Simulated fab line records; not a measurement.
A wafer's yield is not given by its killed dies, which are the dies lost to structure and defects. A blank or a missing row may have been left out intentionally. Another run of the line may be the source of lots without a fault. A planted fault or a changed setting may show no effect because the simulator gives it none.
fab line records | flow nand_harc
[record] lots = 24 wafers = 72 last_day = 33
route steps=1302 shown P_BONDPAD@365 A_ZERO_WELL@404 A_CHANNEL_HOLE_D1@469 A_CHANNEL_FILL_D1@492 A_DECK1_JOINT@539
lots that met no fault: taken from a fault-free run of the same line
start_h: start of the lot's first displayed wafer, in hours after the record's first day | wait_h: hours from the lot's prior step to this one | " repeats the value in the row above | L1.1+2: a row that stands for several wafers | - no value present, or no start provided | * or withheld: withheld | < > ~ a bound
route shown NAME@n: names a module that has steps shown in the file, with the first one's number in the route | usual: mean and standard deviation over wafers with no fault | same: alike in all rows | chamber/n: place in a boat | sites: each site's reading | _std_site: the values' standard deviation | _edge_site: the outer-site mean with the inner-site mean subtracted | radius_mm: for every site, how far away it sits from the centre of the wafer | mask NAME#n: copy n | behind: the most recent tool/chamber to have shaped the wafer | hold: cause of the lot's hold/its duration in hours/its outcome | device: transistor that didn't switch, given as n, p or np | end of line: tests of these same wafers at the route's end | where a step has no rows: the recipe by itself | killed: the dies lost at the first sort to structure and to defects; this is not the yield of the wafer | map: shows each die of a wafer: x if killed, . if not, _ if none is there
set.NAME: the setting the step ran with; set.NAME@STEP: the setting that earlier step ran with | model.NAME: the simulator's own value behind a step, which no gauge read
a sample of lots followed through the steps of the route, with each step as a table and each wafer as a row
services: from which hour (start_h, from the record's first day; less than 0 if before it) a tool's chamber was out of use, for how many hours, and why
[[steps]]
[step NHARC_P_BONDPAD_OVL_MEAS_38]
[usual] overlay_x_nm = 1/4.4 overlay_y_nm = 2/5.7
// columns lot.wafer tool chamber start_h wait_h overlay_x_nm overlay_y_nm
L074.1 overlay-01 - 134.88 - 1 8
L074.3 " - " " 1 9
L074.5 " - " " 2 8
L075.1 overlay-02 - 140.58 - 5 1
L075.4 " - " " 5 1
L075.5 " - " " 6 1
L076.2 overlay-02 - 154.51 - 8 -3
L076.4 " - " " 7 -3
L076.6 " - " " 7 -2
L077.4 overlay-01 - 162.70 - 1 3
L077.5 " - " " 1 2
L077.6 " - " " 1 2
L078.1 overlay-01 - 174.06 - 4 8
L078.3 " - " " 4 8
L078.6 " - " " 3 7
L079.3 overlay-01 - 181.31 - -1 11
L079.5 " - " " -1 11
L079.6 " - " " 0 11
L080.1 overlay-01 - 193.42 - 8 4
L080.2 " - " " 8 4
L080.3 " - " " 8 4
L081.2 overlay-01 - 209.34 - 2 -9
L081.4 " - " " 2 -9
L081.5 " - " " 2 -9
L082.2 overlay-01 - 215.09 - 0 -4
L082.5 " - " " 0 -4
L082.6 " - " " -1 -4
L083.1 overlay-01 - 237.51 - 1 2
L083.2 " - " " 2 2
L083.5 " - " " 1 2
L085.1 overlay-02 - 244.18 - -1 -2
L085.2 " - " " -1 -2
L085.3 " - " " -1 -2
L084.3 overlay-01 - 246.26 - -2 5
L084.4 " - " " -2 5
L084.5 " - " " -2 5
L086.1 overlay-02 - 252.24 - 7 6
L086.3 " - " " 7 6
L086.4 " - " " 7 6
L088.1 overlay-02 - 277.47 - -2 -1
L088.4 " - " " -1 -1
L088.5 " - " " -1 -1
L087.2 overlay-01 - 278.48 - 7 3
L087.3 " - " " 7 3
L087.5 " - " " 8 3
L089.2 overlay-02 - 282.26 - -4 -4
L089.4 " - " " -5 -5
L089.5 " - " " -5 -5
L090.4 overlay-02 - 297.90 - -6 2
L090.5 " - " " -5 2
L090.6 " - " " -6 2
L091.2 overlay-01 - 299.91 - 3 7
L091.4 " - " " 3 8
L091.5 " - " " 3 8
L092.1 overlay-02 - 311.57 - -1 -4
L092.2 " - " " -2 -4
L092.3 " - " " -1 -3
L093.3 overlay-02 - 322.40 - 0 14
L093.4 " - " " 0 14
L093.6 " - " " 0 15
L094.2 overlay-02 - 335.86 - -3 -6
L094.5 " - " " -3 -7
L094.6 " - " " -3 -6
L095.2 overlay-02 - 347.67 - -8 2
L095.4 " - " " -7 2
L095.5 " - " " -8 2
L096.1 overlay-01 - 353.17 - 8 -6
L096.3 " - " " 8 -7
L096.4 " - " " 8 -7
L097.2 overlay-01 - 360.90 - 4 1
L097.4 " - " " 4 1
L097.6 " - " " 4 1
[step NHARC_A_ZERO_WELL_ETCH_19]
[recipe] target_depth_a = 800 overetch_a = 240 time_s = 87.88 ion_energy_ev = 200 n2_flow_sccm = 150 h2_flow_sccm = 150 ar_flow_sccm = 0 rf_w = 400 bias_w = 150 chemistry = N2/H2
[usual] drypump_motor_current_A = 5.6/0.52 h2_flow_sccm = 150.0/0.46 mfc_ar_sccm = 0.007/0.014 n2_flow_sccm = 150.0/0.51 oes_product_au = 1.002/0.0083 rf_fwd_power_W = 397.7/1.4 rf_vpp_V = 431.0/2.8 showerhead_plenum_p_Torr = 2.05/0.099 throttle_valve_pct = 14.171/0.0083
// columns lot.wafer tool chamber start_h wait_h drypump_motor_current_A h2_flow_sccm mfc_ar_sccm n2_flow_sccm oes_product_au rf_fwd_power_W rf_hours_counter_h rf_vpp_V showerhead_plenum_p_Torr throttle_valve_pct
L074.3 rie_diel-03 0 139.04 0.1 4.9 150.2 0 151.2 1.000 396.6 4 429.6 1.97 14.154
L074.1 " 1 " " 6.0 150.3 0 149.2 1.011 397.3 4 431.8 2.12 14.182
L074.5 " 1 " " 6.0 149.7 0 149.8 1.009 398.3 - 433.1 2.12 14.188
L075.1 rie_diel-05 2 144.95 0.1 5.2 150.3 0 150.3 1.004 399.6 2 428.8 1.94 14.174
L075.4 " 3 " " 6.2 150.3 0 149.7 0.996 397.6 2 433.9 2.20 14.162
L075.5 " 3 " " 6.2 149.9 0 149.9 0.997 396.3 - 434.8 2.20 14.161
L076.2 rie_diel-03 3 158.61 0.1 5.4 149.5 0 150.4 0.994 396.2 8 434.9 2.18 14.163
L076.4 " 0 " " 5.0 149.2 0 149.7 1.003 395.0 8 428.4 1.97 14.158
L076.6 " 3 " " 5.4 149.6 0 150.9 1.008 396.0 - 433.4 2.18 14.186
L077.4 rie_diel-05 1 166.94 0.1 6.1 149.5 0.035 150.3 1.003 398.3 2 429.3 2.00 14.191
L077.6 " 0 " " 5.0 149.3 0 149.3 0.992 396.7 - 433.1 2.08 14.166
L077.5 " 1 " " 6.1 150.3 0.035 149.7 1.010 397.7 - 429.0 2.00 14.171
L078.1 rie_diel-05 0 178.20 0.1 5.0 150.4 0 150.4 0.997 399.6 2 432.7 2.08 14.161
L078.3 " 1 " " 6.1 150.9 0.035 150.7 1.014 397.2 3 430.0 2.00 14.198
L078.6 " 2 " " 5.2 149.0 0 150.3 1.014 396.8 - 427.0 1.94 14.186
L079.3 rie_diel-05 3 185.56 0.1 6.2 150.2 0 150.1 1.006 398.4 3 434.4 2.20 14.183
L079.5 " 0 " " 5.0 148.8 0 149.5 1.005 399.6 - 431.0 2.08 14.185
L079.6 " 1 " " 6.1 149.9 0.035 151.2 1.024 398.7 - 431.4 2.00 14.166
L080.2 rie_diel-05 2 197.63 0.1 5.2 149.5 0 151.1 0.998 398.8 4 428.3 1.94 14.167
L080.1 " 3 " " 6.2 150.3 0 151.0 1.001 397.7 3 435.1 2.20 14.174
L080.3 " 0 " " 5.0 150.6 0 150.0 1.009 398.0 3 432.2 2.08 14.177
L081.4 rie_diel-05 0 213.46 0.1 5.0 150.1 0 150.4 0.994 399.5 3 431.1 2.08 14.163
L081.2 " 2 " " 5.2 150.4 0 150.1 0.998 399.0 4 426.1 1.94 14.169
L081.5 " 0 " " 5.0 150.4 0 149.8 0.991 398.5 - 430.8 2.08 14.173
L082.2 rie_diel-05 0 219.33 0.1 5.0 149.2 0 149.3 0.992 399.3 3 430.9 2.08 14.176
L082.6 " 0 " " 5.0 149.7 0 150.3 1.000 398.8 - 431.4 2.08 14.167
L082.5 " 1 " " 6.1 150.0 0.035 149.9 1.011 400.1 - 428.6 2.00 14.177
L083.2 rie_diel-05 2 241.65 0.1 5.2 150.0 0 149.8 0.992 395.4 0 426.2 1.94 14.177
L083.1 " 3 " " 6.2 149.3 0 150.2 0.996 396.4 0 434.9 2.20 14.177
L083.5 " 2 " " 5.3 149.7 0 150.3 1.004 397.7 - 429.2 1.94 14.152
L085.1 rie_diel-05 3 248.63 0.1 6.2 149.0 0 149.8 1.001 398.3 0 435.4 2.20 14.172
L085.3 " 0 " " 5.0 150.0 0 149.7 1.004 396.3 0 431.2 2.08 14.167
L085.2 " 1 " " 6.1 149.6 0.035 149.6 1.002 399.0 0 430.0 2.00 14.173
L084.3 rie_diel-05 1 250.47 0.1 6.1 150.3 0.035 149.6 1.013 396.9 0 428.4 2.00 14.170
L084.4 " 3 " " 6.2 150.4 0 150.3 1.009 396.3 0 435.6 2.20 14.164
L084.5 " 2 " " 5.3 150.1 0 149.2 1.005 398.5 - 427.9 1.94 14.172
L086.4 rie_diel-05 0 256.32 0.1 5.0 149.8 0 149.6 1.010 398.9 0 432.2 2.08 14.167
L086.3 " 2 " " 5.3 150.3 0 150.9 0.985 399.0 0 425.5 1.94 14.167
L086.1 " 3 " " 6.2 149.7 0 150.8 0.988 395.6 0 435.7 2.20 14.171
L088.1 rie_diel-05 1 281.80 0.1 6.1 149.7 0.035 149.7 1.007 397.2 1 432.0 2.00 14.166
L088.4 " 2 " " 5.3 150.1 0 150.6 1.000 397.7 1 428.6 1.94 14.167
L088.5 " 1 " " 6.2 150.0 0.035 149.7 1.008 398.8 - 428.9 2.00 14.164
L087.2 rie_diel-06 3 283.28 0.6 5.0 149.5 0.026 149.4 1.023 399.8 44 426.6 1.92 14.182
L087.3 " 2 " " 4.8 150.1 0 150.1 0.997 397.6 48 426.4 1.90 14.171
L087.5 " 3 " " 5.0 150.3 0.026 149.9 1.001 399.8 - 427.4 1.92 14.163
L089.2 rie_diel-05 3 286.49 0.1 6.2 150.2 0 149.7 1.005 394.9 1 434.1 2.20 14.181
L089.4 " 1 " " 6.2 150.6 0.035 148.7 1.005 397.6 2 428.6 2.00 14.176
L089.5 " 2 " " 5.2 149.8 0 150.0 1.008 397.9 - 428.7 1.94 14.177
L090.4 rie_diel-05 2 302.11 0.1 5.3 150.1 0 149.4 1.003 398.7 2 427.4 1.94 14.184
L090.5 " 2 " " 5.2 149.6 0 150.4 0.994 398.8 - 427.5 1.94 14.165
L090.6 " 3 " " 6.2 150.5 0 149.9 1.015 396.3 - 435.2 2.20 14.183
L091.2 rie_diel-03 2 304.03 0.1 5.5 150.3 0 150.4 1.003 395.6 3 432.8 2.09 14.180
L091.4 " 3 " " 5.4 150.0 0 150.0 0.999 399.4 3 434.4 2.17 14.186
L091.5 " 0 " " 5.0 150.3 0 149.9 1.004 395.3 - 427.6 1.96 14.180
L092.3 rie_diel-05 2 315.80 0.1 5.3 150.3 0 150.6 0.986 396.7 2 427.7 1.94 14.165
L092.1 " 3 " " 6.2 149.5 0 149.2 0.991 399.0 2 434.6 2.20 14.168
L092.2 " 0 " " 5.0 149.2 0 149.6 1.013 398.6 2 431.4 2.08 14.161
L093.4 rie_diel-05 0 326.67 0.1 5.0 149.4 0 149.7 1.012 399.3 2 431.8 2.08 14.166
L093.3 " 3 " " 6.2 150.9 0 149.7 0.988 396.0 2 434.5 2.20 14.168
L093.6 " 1 " " 6.1 149.7 0.035 151.1 0.998 398.8 - 429.3 2.00 14.175
L094.2 rie_diel-05 2 340.57 0.1 5.2 150.9 0 150.3 0.999 397.7 2 428.6 1.94 14.168
L094.6 " 0 " " 5.0 149.8 0 149.7 1.004 398.2 - 433.1 2.08 14.172
L094.5 " 1 " " 6.1 149.6 0.035 150.5 0.998 398.6 - 428.4 2.00 14.176
L095.4 rie_diel-03 2 351.95 0.1 5.5 150.6 0 150.4 1.000 395.3 11 434.0 2.09 14.176
L095.2 " 0 " " 5.0 149.9 0 150.1 0.994 396.0 11 429.9 1.96 14.170
L095.5 " 2 " " 5.5 149.8 0 150.8 1.006 396.0 - 430.8 2.09 14.162
L096.1 rie_diel-05 0 357.46 0.1 4.9 150.6 0 150.3 1.005 398.6 3 430.9 2.08 14.166
L096.3 " 1 " " 6.1 149.7 0.035 150.2 0.989 398.3 3 429.1 2.00 14.173
L096.4 " 3 " " 6.2 151.0 0 150.3 0.990 398.0 2 435.9 2.20 14.162
L097.4 rie_diel-05 3 365.38 0.1 6.2 150.4 0 150.6 1.000 399.4 3 432.4 2.20 14.172
L097.2 " 1 " " 6.1 150.6 0.035 150.1 1.004 398.0 3 429.5 2.00 14.175
L097.6 " 3 " " 6.2 150.3 0 149.8 0.995 396.9 - 434.9 2.20 14.175
[step NHARC_A_CHANNEL_HOLE_D1_ETCH_16]
[recipe] target_depth_a = 31000 over_etch_frac = 0.3 time_s = 806 ion_energy_ev = 150 o2_flow_sccm = 400 cos_flow_sccm = 20 ar_flow_sccm = 0 rf_w = 500 bias_w = 300 chemistry = O2/COS
[usual] drypump_motor_current_A = 5.6/0.56 mfc_ar_sccm = 0.011/0.0098 oes_product_au = 1.003/0.011 rf_fwd_power_W = 499.7/1.4 rf_vpp_V = 313.5/1.6 showerhead_plenum_p_Torr = 3.08/0.093 throttle_valve_pct = 28.331/0.0092
// columns lot.wafer tool chamber start_h wait_h drypump_motor_current_A mfc_ar_sccm oes_product_au rf_fwd_power_W rf_hours_counter_h rf_vpp_V showerhead_plenum_p_Torr throttle_valve_pct
L074.3 rie_diel-11 2 - - 4.8 0 1.015 498.5 8 315.5 3.15 28.349
L074.1 " 1 " " 5.5 0.022 1.012 499.9 11 310.4 2.93 28.309
L074.5 " 3 " " 6.4 0.005 0.984 498.5 - 313.1 3.06 28.336
L075.1 rie_diel-11 0 - - 5.4 0.011 1.007 499.6 12 315.7 3.20 28.340
L075.4 " 1 " " 5.5 0.022 0.991 501.4 12 311.3 2.93 28.332
L075.5 " 0 " " 5.3 0.011 1.012 500.9 - 315.4 3.20 28.326
L076.4 rie_diel-11 3 - - 6.4 0.005 0.988 501.5 10 313.6 3.05 28.334
L076.2 " 0 " " 5.4 0.011 1.015 498.6 13 315.9 3.19 28.336
L076.6 " 1 " " 5.5 0.022 1.007 498.8 - 311.6 2.93 28.307
L077.4 rie_diel-11 2 - - 4.8 0 1.013 500.6 11 314.8 3.14 28.328
L077.6 " 3 " " 6.4 0.005 0.988 498.3 - 312.4 3.05 28.335
L077.5 " 0 " " 5.4 0.011 1.019 499.0 - 315.7 3.19 28.336
L078.1 rie_diel-11 1 - - 5.5 0.022 1.014 500.2 14 310.9 2.93 28.316
L078.3 " 3 " " 6.4 0.005 0.983 499.0 11 313.7 3.05 28.319
L078.6 " 3 " " 6.4 0.005 0.991 499.2 - 312.3 3.05 28.334
L079.3 rie_diel-11 0 - - 5.4 0.011 1.026 499.3 15 315.5 3.19 28.339
L079.5 " 3 " " 6.4 0.005 0.990 499.0 - 312.2 3.05 28.342
L079.6 " 0 " " 5.4 0.011 1.007 497.3 - 314.9 3.19 28.330
L080.2 rie_diel-11 1 - - 5.6 0.022 1.007 499.9 17 311.9 2.93 28.320
L080.3 " 2 " " 4.8 0 1.027 498.7 13 313.7 3.14 28.311
L080.1 " 3 " " 6.4 0.005 1.000 501.5 14 312.8 3.05 28.326
L081.2 rie_diel-11 2 - - 4.8 0 1.022 500.3 14 312.6 3.14 28.327
L081.4 " 3 " " 6.4 0.005 1.003 500.8 15 312.5 3.05 28.322
L081.5 " 0 " " 5.4 0.011 1.015 499.6 - 315.2 3.19 28.319
L082.2 rie_diel-01 0 - - 6.0 0.025 0.989 501.0 13 315.3 3.12 28.326
L082.6 " 1 " " 6.3 0.030 0.992 502.5 - 312.9 3.01 28.315
L082.5 " 3 " " 5.3 0.005 1.019 499.8 - 312.2 3.03 28.330
L083.2 rie_diel-11 0 - - 5.4 0.011 1.017 500.8 1 314.6 3.19 28.336
L083.1 " 2 " " 4.8 0 0.996 500.8 1 314.6 3.14 28.320
L083.5 " 0 " " 5.4 0.011 1.018 499.6 - 315.0 3.19 28.335
L085.1 rie_diel-11 2 - - 4.8 0 1.008 499.3 2 315.1 3.14 28.330
L085.3 " 3 " " 6.4 0.005 1.000 496.1 3 312.6 3.05 28.324
L085.2 " 1 " " 5.5 0.022 1.007 498.2 2 311.4 2.93 28.331
L084.3 rie_diel-01 3 - - 5.3 0.005 1.008 501.9 26 313.0 3.02 28.347
L084.4 " 0 " " 6.0 0.025 0.999 498.7 - 313.5 3.11 28.335
L084.5 " 1 " " 6.3 0.030 0.993 499.7 - 312.6 3.01 28.332
L086.4 rie_diel-11 0 - - 5.4 0.011 1.010 501.4 3 313.5 3.19 28.326
L086.1 " 1 " " 5.5 0.022 1.007 499.1 3 311.0 2.93 28.341
L086.3 " 2 " " 4.8 0 0.999 500.2 3 313.3 3.14 28.324
L088.1 rie_diel-11 2 - - 4.8 0 0.989 499.8 5 312.4 3.14 28.322
L088.4 " 1 " " 5.6 0.022 1.013 497.7 5 310.4 2.93 28.337
L088.5 " 2 " " 4.8 0 0.995 499.5 - 315.3 3.14 28.339
L087.3 rie_diel-01 0 - - 6.0 0.025 0.995 500.1 31 312.7 3.11 28.355
L087.2 " 3 " " 5.3 0.005 1.001 499.2 37 311.4 3.02 28.339
L087.5 " 1 " " 6.3 0.030 1.000 500.5 - 313.0 3.00 28.314
L089.4 rie_diel-01 2 - - 6.1 0 0.972 498.9 38 315.1 3.20 28.347
L089.2 " 1 " " 6.2 0.030 0.993 499.9 34 313.7 3.00 28.324
L089.5 " 3 " " 5.4 0.005 1.006 497.9 - 312.9 3.01 28.331
L090.4 rie_diel-01 3 - - 5.3 0.005 1.012 497.9 44 313.7 3.01 28.337
L090.5 " 2 " " 6.1 0 0.987 497.4 - 315.7 3.20 28.331
L090.6 " 3 " " 5.3 0.005 1.017 499.8 - 313.1 3.01 28.326
L091.4 rie_diel-11 1 - - 5.5 0.022 1.014 499.0 6 311.4 2.93 28.342
L091.2 " 0 " " 5.4 0.011 1.025 499.7 6 315.8 3.19 28.340
L091.5 " 1 " " 5.5 0.022 1.006 501.3 - 310.3 2.93 28.327
L092.2 rie_diel-11 2 - - 4.8 0 0.997 497.8 9 314.6 3.14 28.344
L092.3 " 3 " " 6.4 0.005 0.986 500.7 8 313.7 3.05 28.335
L092.1 " 1 " " 5.5 0.022 1.002 502.9 8 311.4 2.93 28.321
L093.4 rie_diel-11 3 - - 6.4 0.005 1.002 500.2 10 313.1 3.05 28.337
L093.3 " 0 " " 5.4 0.011 1.010 497.4 8 314.7 3.19 28.330
L093.6 " 2 " " 4.8 0 0.999 501.5 - 313.7 3.14 28.326
L094.2 rie_diel-11 0 - - 5.4 0.011 1.003 499.0 8 315.1 3.19 28.328
L094.5 " 3 " " 6.4 0.005 1.006 499.9 - 313.6 3.05 28.334
L094.6 " 0 " " 5.4 0.011 1.017 497.2 - 315.4 3.19 28.329
L095.2 rie_diel-01 3 - - 5.3 0.005 1.018 499.3 1 313.4 3.00 28.334
L095.4 " 1 " " 6.3 0.030 0.996 498.1 1 313.3 2.99 28.344
L095.5 " 2 " " 6.0 0 0.987 501.7 - 315.6 3.19 28.331
L096.4 rie_diel-11 2 - - 4.8 0 0.996 499.0 11 313.5 3.14 28.324
L096.3 " 0 " " 5.4 0.011 1.021 499.9 10 316.1 3.19 28.347
L096.1 " 1 " " 5.5 0.022 1.011 497.2 10 312.5 2.92 28.312
L097.4 rie_diel-11 2 - - 4.8 0 0.994 504.2 13 315.4 3.14 28.338
L097.2 " 0 " " 5.4 0.011 1.019 499.1 11 315.8 3.19 28.338
L097.6 " 2 " " 4.8 0 0.998 501.9 - 314.6 3.14 28.330
[step NHARC_A_CHANNEL_FILL_D1_ALD_02]
[recipe] target_thk_a = 60 pulse_time_s = 10 ald_cycles = 60 temp_c = 300 material = SiO2
[usual] heater_power_w = 471/34 precursor_pulse_height_rel = 1.002/0.02
// columns lot.wafer tool chamber start_h wait_h heater_power_w precursor_pulse_height_rel
L074.3 ald_hk-01 1 182.72 - 443 0.997
L074.1 " 2 " " 458 1.012
L074.5 " 1 " " 468 1.005
L075.1 ald_hk-02 3 192.99 - 407 1.003
L075.4 " 0 " " 527 0.984
L075.5 " 3 " " 407 1.015
L076.2 ald_hk-01 3 203.57 - 502 1.004
L076.4 " 2 " " 459 0.992
L076.6 " 0 " " 462 1.011
L077.4 ald_hk-02 2 219.64 - 517 0.984
L077.5 " 0 " " 526 1.000
L077.6 " 1 " " 440 1.025
L078.1 ald_hk-01 1 227.95 - 461 0.999
L078.3 " 0 " " 462 0.970
L078.6 " 1 " " 463 0.994
L079.3 ald_hk-01 2 230.73 - 459 1.006
L079.5 " 2 " " 453 1.015
L079.6 " 3 " " 502 1.006
L080.2 ald_hk-03 2 243.84 - 478 1.005
L080.1 " 3 " " 488 0.990
L080.3 " 0 " " 475 1.024
L081.4 ald_hk-03 0 262.76 - 473 1.013
L081.2 " 2 " " 468 0.965
L081.5 " 3 " " 484 0.985
L082.2 ald_hk-01 3 274.57 - 495 1.027
L082.6 " 1 " " 459 1.053
L082.5 " 2 " " 456 1.021
L083.1 ald_hk-01 1 289.57 - 469 0.967
L083.2 " 3 " " 511 0.994
L083.5 " 2 " " 448 1.028
L085.3 ald_hk-02 1 300.25 0.2 442 1.037
L085.2 " 2 " " 520 0.998
L085.1 " 3 " " 413 0.997
L084.3 ald_hk-02 1 300.61 0.3 446 1.030
L084.4 " 3 " " 416 1.025
L084.5 " 1 " " 443 0.974
L086.3 ald_hk-01 2 308.76 0.1 464 1.007
L086.4 " 3 " " 510 0.965
L086.1 " 1 " " 469 1.027
L088.1 ald_hk-02 3 331.33 - 414 0.997
L088.4 " 0 " " 524 0.971
L088.5 " 2 " " 530 0.975
L087.2 ald_hk-03 3 331.44 - 476 0.993
L087.3 " 0 " " 474 0.974
L087.5 " 2 " " 470 1.014
L089.2 ald_hk-02 0 339.47 - 530 1.002
L089.4 " 2 " " 516 1.000
L089.5 " 0 " " 534 0.995
L090.4 ald_hk-03 1 352.98 - 425 0.971
L090.6 " 3 " " 498 0.996
L090.5 " 0 " " 484 0.988
L091.2 ald_hk-01 0 355.57 0.2 450 0.997
L091.4 " 1 " " 466 1.003
L091.5 " 0 " " 444 0.967
L092.2 ald_hk-02 2 365.82 0.1 527 1.014
L092.1 " 3 " " 407 1.000
L092.3 " 0 " " 530 0.983
L093.4 ald_hk-03 0 376.46 0.1 476 1.005
L093.3 " 3 " " 484 0.961
L093.6 " 1 " " 441 0.992
L094.2 ald_hk-02 0 392.85 3.7 526 0.987
L094.6 " 1 " " 431 0.974
L094.5 " 2 " " 510 1.008
L095.2 ald_hk-03 1 401.07 0.2 433 1.029
L095.4 " 3 " " 488 1.004
L095.5 " 0 " " 457 1.017
L096.3 ald_hk-01 0 405.10 - 439 1.043
L096.1 " 1 " " 461 1.011
L096.4 " 2 " " 459 1.001
L097.4 ald_hk-01 2 414.48 - 469 1.005
L097.2 " 0 " " 456 0.996
L097.6 " 2 " " 459 1.030
[step NHARC_A_CHANNEL_FILL_D1_ALD_14]
[recipe] target_thk_a = 25 pulse_time_s = 10 ald_cycles = 25 temp_c = 300 material = SiO2
[usual] heater_power_w = 471/34 precursor_pulse_height_rel = 1.000/0.02
// columns lot.wafer tool chamber start_h wait_h heater_power_w precursor_pulse_height_rel
L074.1 ald_hk-02 1 192.11 2.4 440 1.021
L074.3 " 3 " " 407 1.021
L074.5 " 1 " " 435 1.011
L075.1 ald_hk-01 0 200.07 0.1 457 0.993
L075.4 " 1 " " 460 1.007
L075.5 " 0 " " 462 0.974
L076.4 ald_hk-01 0 210.57 0.0 462 0.993
L076.2 " 2 " " 455 0.999
L076.6 " 1 " " 445 1.030
L077.4 ald_hk-01 1 228.42 2.0 456 0.984
L077.5 " 0 " " 471 0.996
L077.6 " 1 " " 443 1.024
L078.1 ald_hk-02 3 234.97 0.0 413 1.015
L078.3 " 2 " " 522 1.002
L078.6 " 0 " " 526 1.012
L079.3 ald_hk-01 2 237.82 0.0 454 0.971
L079.6 " 2 " " 455 0.982
L079.5 " 3 " " 497 0.995
L080.2 ald_hk-03 2 250.82 0.0 464 0.940
L080.1 " 3 " " 481 1.023
L080.3 " 1 " " 422 0.981
L081.2 ald_hk-02 1 269.74 0.1 432 1.008
L081.4 " 3 " " 412 1.016
L081.5 " 0 " " 522 0.985
L082.2 ald_hk-02 1 282.13 0.2 449 0.967
L082.6 " 2 " " 523 1.011
L082.5 " 3 " " 414 0.991
L083.2 ald_hk-03 2 296.64 0.1 464 0.989
L083.1 " 1 " " 434 0.998
L083.5 " 2 " " 469 1.008
L085.2 ald_hk-03 0 307.21 0.0 484 0.989
L085.1 " 2 " " 473 1.009
L085.3 " 3 " " 481 0.987
L084.3 ald_hk-01 1 307.25 0.1 459 0.986
L084.4 " 2 " " 463 0.990
L084.5 " 1 " " 466 0.980
L086.3 ald_hk-03 2 315.76 0.0 471 0.980
L086.4 " 3 " " 487 1.032
L086.1 " 1 " " 446 0.991
L088.1 ald_hk-02 3 338.27 0.0 415 1.021
L088.4 " 1 " " 437 0.966
L088.5 " 0 " " 535 1.007
L087.2 ald_hk-02 3 338.53 0.3 426 0.990
L087.3 " 0 " " 536 0.993
L087.5 " 3 " " 423 1.009
L089.4 ald_hk-02 0 346.55 0.1 554 1.020
L089.2 " 1 " " 446 0.952
L089.5 " 2 " " 509 1.003
L090.4 ald_hk-01 3 359.85 0.0 515 1.023
L090.6 " 3 " " 511 0.976
L090.5 " 0 " " 446 0.997
L091.4 ald_hk-01 3 360.07 0.3 523 0.991
L091.2 " 1 " " 460 1.009
L091.5 " 3 " " 517 1.030
L092.2 ald_hk-03 0 372.95 0.1 483 1.032
L092.1 " 1 " " 434 1.038
L092.3 " 2 " " 462 0.956
L093.4 ald_hk-03 2 383.88 0.0 477 0.989
L093.3 " 3 " " 494 1.025
L093.6 " 3 " " 482 0.960
L094.2 ald_hk-01 1 399.65 0.1 459 0.969
L094.5 " 0 " " 444 1.016
L094.6 " 1 " " 462 1.003
L095.2 ald_hk-03 3 408.69 0.6 495 1.004
L095.4 " 0 " " 446 0.994
L095.5 " 2 " " 492 1.051
L096.1 ald_hk-01 3 412.12 0.0 510 1.001
L096.3 " 0 " " 450 1.011
L096.4 " 1 " " 462 1.012
L097.4 ald_hk-03 0 421.42 0.0 445 1.033
L097.2 " 3 " " 490 1.018
L097.6 " 1 " " 448 0.991
[step NHARC_A_DECK1_JOINT_CMP_02]
[recipe] material = SiOx
[usual] motor_current_A = 12.6/1.8
// columns lot.wafer tool chamber start_h wait_h motor_current_A
L074.3 cmp-03 2 271.63 0.4 11.4
L074.1 " 3 " " 11.8
L074.5 " 1 " " 13.2
L075.1 cmp-01 1 282.76 0.4 11.8
L075.4 " 3 " " 12.4
L075.5 " 0 " " 12.5
L076.2 cmp-02 1 288.46 0.4 13.8
L076.4 " 3 " " 10.0
L076.6 " 1 " " 14.0
L077.4 cmp-01 3 300.85 0.4 12.8
L077.6 " 3 " " 13.6
L077.5 " 0 " " 12.6
L078.3 cmp-02 2 307.93 0.4 16.4
L078.1 " 0 " " 14.9
L078.6 " 2 " " 15.9
L079.3 cmp-03 3 308.01 0.4 11.9
L079.6 " 0 " " 11.5
L079.5 " 1 " " 11.7
L080.3 cmp-01 1 324.18 0.4 11.4
L080.2 " 2 " " 10.9
L080.1 " 0 " " 12.3
L081.2 cmp-03 0 344.16 0.4 11.7
L081.4 " 1 " " 12.4
L081.5 " 1 " " 12.0
L082.2 cmp-02 1 357.56 0.4 13.4
L082.5 " 2 " " 16.2
L082.6 " 3 " " 9.6
L083.2 cmp-03 1 374.71 0.4 13.3
L083.1 " 0 " " 11.9
L083.5 " 2 " " 11.3
L085.2 cmp-01 2 385.00 0.4 11.3
L085.1 " 0 " " 12.1
L085.3 " 1 " " 11.4
L084.4 cmp-03 1 385.05 0.4 13.0
L084.3 " 2 " " 11.8
L084.5 " 3 " " 12.1
L086.3 cmp-03 3 391.62 0.4 12.3
L086.1 " 0 " " 11.5
L086.4 " 1 " " 12.1
L088.1 cmp-01 0 410.76 0.4 11.5
L088.4 " 1 " " 11.4
L088.5 " 0 " " 12.0
L087.3 cmp-03 0 410.76 0.4 11.9
L087.2 " 3 " " 11.7
L087.5 " 1 " " 12.9
L089.4 cmp-01 1 432.54 0.4 11.4
L089.2 " 2 " " 11.1
L089.5 " 0 " " 12.4
L090.4 cmp-02 3 440.05 0.4 10.1
L090.6 " 3 " " 10.3
L090.5 " 0 " " 15.5
L091.4 cmp-03 0 440.06 0.4 11.2
L091.2 " 1 " " 13.2
L091.5 " 0 " " 12.0
L092.3 cmp-02 2 449.72 0.4 15.9
L092.1 " 3 " " 10.0
L092.2 " 1 " " 14.6
L093.3 cmp-02 3 463.05 0.4 9.8
L093.4 " 0 " " 15.7
L093.6 " 1 " " 14.8
L094.2 cmp-03 2 476.36 0.4 10.9
L094.5 " 3 " " 12.2
L094.6 " 0 " " 11.7
L096.4 cmp-02 3 488.76 0.4 10.1
L096.3 " 0 " " 14.6
L096.1 " 2 " " 16.2
L095.2 cmp-02 1 488.91 0.5 14.0
L095.4 " 2 " " 15.8
L095.5 " 2 " " 16.1
L097.4 cmp-01 2 507.78 0.4 11.8
L097.2 " 3 " " 12.5
L097.6 " 3 " " 13.1
[[services]]
// columns tool chamber start_h hours kind
ald_hk-01 - 118.00 10.0 pm
rie_diel-11 3 118.73 18.2 repair
rie_diel-11 2 149.34 11.7 repair
cmp-03 - 155.76 0.4 repair
ald_hk-02 - 172.84 10.0 pm
rie_diel-05 1 207.70 2.5 repair
ald_hk-03 - 212.45 10.0 pm
rie_diel-11 2 215.92 5.0 repair
rie_diel-05 - 229.69 9.0 pm
rie_diel-05 - 239.11 1.2 repair
rie_diel-11 - 255.50 9.0 pm
rie_diel-05 3 275.40 5.8 repair
ald_hk-01 - 296.00 10.0 pm
rie_diel-11 0 329.61 7.2 repair
ald_hk-02 - 350.84 10.0 pm
ald_hk-01 - 371.88 1.0 repair
rie_diel-11 - 386.13 0.5 repair
ald_hk-03 - 390.69 10.0 pm
rie_diel-05 1 399.25 2.2 repair
rie_diel-05 - 406.69 9.0 pm
ald_hk-03 - 421.69 0.7 repair
rie_diel-11 - 432.50 9.0 pm
ald_hk-01 - 474.00 10.0 pm
rie_diel-05 1 497.84 1.8 repair
[[key]]
fault none
